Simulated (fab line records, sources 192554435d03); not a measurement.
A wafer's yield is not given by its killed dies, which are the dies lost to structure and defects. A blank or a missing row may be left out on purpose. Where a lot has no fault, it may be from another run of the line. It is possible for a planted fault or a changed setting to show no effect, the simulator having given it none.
What tool caused it?	flow n5_finfet	66 wafers from 22 lots sampled at 3 of the route's 1938 steps

## WHAT EACH GAUGE READ, for each wafer
N5_BEOL_M11_OCD_MEAS_38.
lot	measured	on	trench_depth_nm (nm)
L074	day 10 17:16	ocd-01	148.5 146.7 146.6
L076	day 11 06:54	ocd-01	147.4 148.2 147.1
L078	day 12 00:29	ocd-01	148.0 147.0 147.0
L075	day 12 04:12	ocd-02	146.7 147.4 147.8
L077	day 12 11:17	ocd-02	147.7 147.7 148.0
L083	day 13 00:49	ocd-02	147.8 150.0 146.8
L079	day 13 08:00	ocd-01	147.6 151.0 149.6
L080	day 13 14:32	ocd-01	147.0 151.1 151.4
L081	day 13 14:43	ocd-02	149.7 152.0 147.6
L084	day 13 22:40	ocd-01	150.2 147.3 151.3
L082	day 14 02:12	ocd-01	149.3 146.3 148.1
L087	day 14 06:07	ocd-02	149.7 149.6 148.6
L085	day 14 12:55	ocd-01	147.0 147.7 149.1
L086	day 14 19:04	ocd-02	146.8 145.1 148.2
L088	day 14 22:13	ocd-02	150.6 148.9 144.0
L090	day 15 02:21	ocd-01	149.4 144.0 150.7
L089	day 15 08:23	ocd-01	151.5 147.9 147.1
L093	day 16 02:17	ocd-01	151.8 147.1 147.6
L096	day 16 04:43	ocd-01	143.1 149.0 149.1
L095	day 16 11:53	ocd-02	149.9 152.5 148.9
L094	day 16 12:21	ocd-02	148.2 152.8 149.1
L097	day 17 09:52	ocd-02	150.1 150.0 150.0

## WHAT TOOL EACH LOT RAN ON (gives the tool, then ch and the chambers of the sampled wafers, and finally the start)
lot	N5_BEOL_M11_STRIP_36	N5_BEOL_M11_ETCH_41
L074	rie_diel-02 ch 0,2, day 10 17:02	rie_diel-02 ch 0,2, day 10 17:16 or earlier
L076	rie_diel-02 ch 1,2,3, day 11 06:40	rie_diel-02 ch 1,2,3, day 11 06:54 or earlier
L078	rie_diel-02 ch 0,3, day 12 00:16	rie_diel-02 ch 0,3, day 12 00:29 or earlier
L075	rie_diel-04 ch 0,1, day 12 03:58	rie_diel-04 ch 0,1, day 12 04:12 or earlier
L077	rie_diel-02 ch 1,2,3, day 12 11:04	rie_diel-02 ch 1,2,3, day 12 11:17 or earlier
L083	rie_diel-04 ch 0,2,3, day 13 00:36	rie_diel-04 ch 0,2,3, day 13 00:49 or earlier
L079	rie_diel-02 ch 0,1, day 13 07:47	rie_diel-02 ch 0,1, day 13 08:00 or earlier
L080	rie_diel-05 ch 0,2, day 13 14:19	rie_diel-05 ch 0,2, day 13 14:32 or earlier
L081	rie_diel-04 ch 2,3, day 13 14:29	rie_diel-04 ch 2,3, day 13 14:43 or earlier
L084	rie_diel-05 ch 0,2, day 13 22:26	rie_diel-05 ch 0,2, day 13 22:40 or earlier
L082	rie_diel-04 ch 0,1,3, day 14 01:58	rie_diel-04 ch 0,1,3, day 14 02:12 or earlier
L087	rie_diel-02 ch 1,3, day 14 05:53	rie_diel-02 ch 1,3, day 14 06:07 or earlier
L085	rie_diel-02 ch 0,1,3, day 14 12:42	rie_diel-02 ch 0,1,3, day 14 12:55 or earlier
L086	rie_diel-04 ch 0,1,2, day 14 18:51	rie_diel-04 ch 0,1,2, day 14 19:04 or earlier
L088	rie_diel-05 ch 1,2,3, day 14 21:59	rie_diel-05 ch 1,2,3, day 14 22:13 or earlier
L090	rie_diel-05 ch 1,2,3, day 15 02:08	rie_diel-05 ch 1,2,3, day 15 02:21 or earlier
L089	rie_diel-02 ch 0,2,3, day 15 08:10	rie_diel-02 ch 0,2,3, day 15 08:23 or earlier
L093	rie_diel-02 ch 0,3, day 16 02:04	rie_diel-02 ch 0,3, day 16 02:17 or earlier
L096	rie_diel-05 ch 2,3, day 16 04:30	rie_diel-05 ch 2,3, day 16 04:43 or earlier
L095	rie_diel-04 ch 2,3, day 16 11:40	rie_diel-04 ch 2,3, day 16 11:53 or earlier
L094	rie_diel-04 ch 0,3, day 16 12:08	rie_diel-04 ch 0,3, day 16 12:21 or earlier
L097	rie_diel-05 ch 1,3, day 17 09:38	rie_diel-05 ch 1,3, day 17 09:52 or earlier
- N5_BEOL_M11_STRIP_36: strips in N2/H2.
- N5_BEOL_M11_ETCH_41: etches SiCN in CH3F/O2, target depth 42.6 nm, time 86 s.

## WHAT THE TOOLS THEMSELVES READ (means of the sampled wafers that have a number; where no wafer has one, the mark that the record gives instead)
N5_BEOL_M11_STRIP_36.
lot	tool	chamber_pressure_mTorr (mTorr)	drypump_motor_current_A (A)	oes_product_au (a.u.)	rf_vpp_V (V)	showerhead_plenum_p_Torr (Torr)	throttle_valve_pct (%)
L074	rie_diel-02	19.98	5.9	0.72	57.3	2.52	23.95
L076	rie_diel-02	19.98	5.4	0.79	59.6	2.59	23.55
L078	rie_diel-02	20.02	5.6	0.70	58.5	2.51	24.14
L075	rie_diel-04	20.03	6.3	0.70	60.8	2.48	23.67
L077	rie_diel-02	20.01	5.4	0.78	58.6	2.59	23.56
L083	rie_diel-04	19.99	5.7	0.78	60.9	2.61	23.60
L079	rie_diel-02	19.98	5.9	0.81	56.7	2.63	23.65
L080	rie_diel-05	19.98	5.5	0.82	59.1	2.49	23.60
L081	rie_diel-04	20.00	5.6	0.78	59.0	2.65	23.59
L084	rie_diel-05	20.03	5.5	0.83	58.0	2.49	23.57
L082	rie_diel-04	19.98	6.1	0.78	57.0	2.54	23.72
L087	rie_diel-02	20.01	5.5	0.82	58.0	2.64	23.57
L085	rie_diel-02	19.99	5.5	0.85	61.1	2.57	23.74
L086	rie_diel-04	19.99	6.1	0.71	60.0	2.51	23.73
L088	rie_diel-05	20.01	5.9	0.74	59.2	2.49	23.82
L090	rie_diel-05	20.03	5.9	0.74	60.4	2.49	23.82
L089	rie_diel-02	19.99	5.5	0.78	57.1	2.51	23.80
L093	rie_diel-02	19.98	5.2	0.77	58.8	2.50	23.94
L096	rie_diel-05	20.00	5.5	0.79	58.0	2.48	23.74
L095	rie_diel-04	20.00	5.6	0.77	60.1	2.64	23.62
L094	rie_diel-04	20.01	5.9	0.75	58.9	2.56	23.56
L097	rie_diel-05	19.94	6.3	0.95	57.7	2.49	23.60

N5_BEOL_M11_ETCH_41.
lot	tool	CH3F_flow_sccm (sccm)	chamber_pressure_mTorr (mTorr)	drypump_motor_current_A (A)	oes_product_au (a.u.)	rf_vpp_V (V)	showerhead_plenum_p_Torr (Torr)	throttle_valve_pct (%)
L074	rie_diel-02	29.95	30.025	5.9	0.71	297.0	1.98	16.55
L076	rie_diel-02	29.98	29.997	5.4	0.79	298.0	2.04	16.25
L078	rie_diel-02	29.98	30.031	5.6	0.70	296.6	1.98	16.72
L075	rie_diel-04	30.01	29.981	6.3	0.71	296.0	1.96	16.56
L077	rie_diel-02	30.02	29.999	5.4	0.77	298.0	2.04	16.27
L083	rie_diel-04	29.97	29.991	5.8	0.79	297.6	2.06	16.45
L079	rie_diel-02	30.06	29.964	5.9	0.81	298.0	2.07	16.25
L080	rie_diel-05	29.96	30.018	5.5	0.82	297.2	1.96	16.13
L081	rie_diel-04	30.00	29.993	5.6	0.79	299.8	2.08	16.41
L084	rie_diel-05	30.05	29.990	5.5	0.81	296.7	1.96	16.14
L082	rie_diel-04	29.92	30.013	6.1	0.78	298.0	2.00	16.48
L087	rie_diel-02	30.01	30.013	5.5	0.81	298.2	2.07	16.24
L085	rie_diel-02	30.12	30.009	5.6	0.85	297.8	2.02	16.33
L086	rie_diel-04	30.01	30.030	6.1	0.71	297.1	1.98	16.53
L088	rie_diel-05	30.00	29.984	5.9	0.74	297.1	1.96	16.49
L090	rie_diel-05	29.97	30.038	5.9	0.74	298.0	1.96	16.49
L089	rie_diel-02	30.02	29.999	5.5	0.79	295.8	1.98	16.41
L093	rie_diel-02	29.98	30.010	5.2	0.77	296.8	1.97	16.58
L096	rie_diel-05	30.08	29.982	5.5	0.78	297.1	1.95	16.29
L095	rie_diel-04	30.01	30.008	5.5	0.77	299.1	2.08	16.43
L094	rie_diel-04	30.06	30.025	6.0	0.75	297.3	2.03	16.55
L097	rie_diel-05	29.96	29.996	6.3	0.95	296.6	1.96	16.25

## THE ANSWER, worked out from the rows above alone
Rule: what is usual is taken from the lots themselves. Put in order of their means at a reading, lots are off if they are a third of the lots or fewer, leave a main group of 4 or more, and stand apart from it by a gap of 3 or more times the standard deviation of the main group's means; of several such gaps the widest counts. A main group is skipped when, at the precision printed for the reading in the tables above, its means are all equal. A lot without any number at a reading at which 4 lots or more have one is off too. All remaining lots with rows at the step are treated as sound. First the gauges in route order, then the tools' own readings, where a lot's mean is used as printed above. The first step at which some lot is off is used, and at that step the reading that is off furthest; a lot without a number counts as furthest.
Nothing can be told from this: no lot is off at any reading shown.

## WHAT WAS PUT IN BY THE SIMULATOR
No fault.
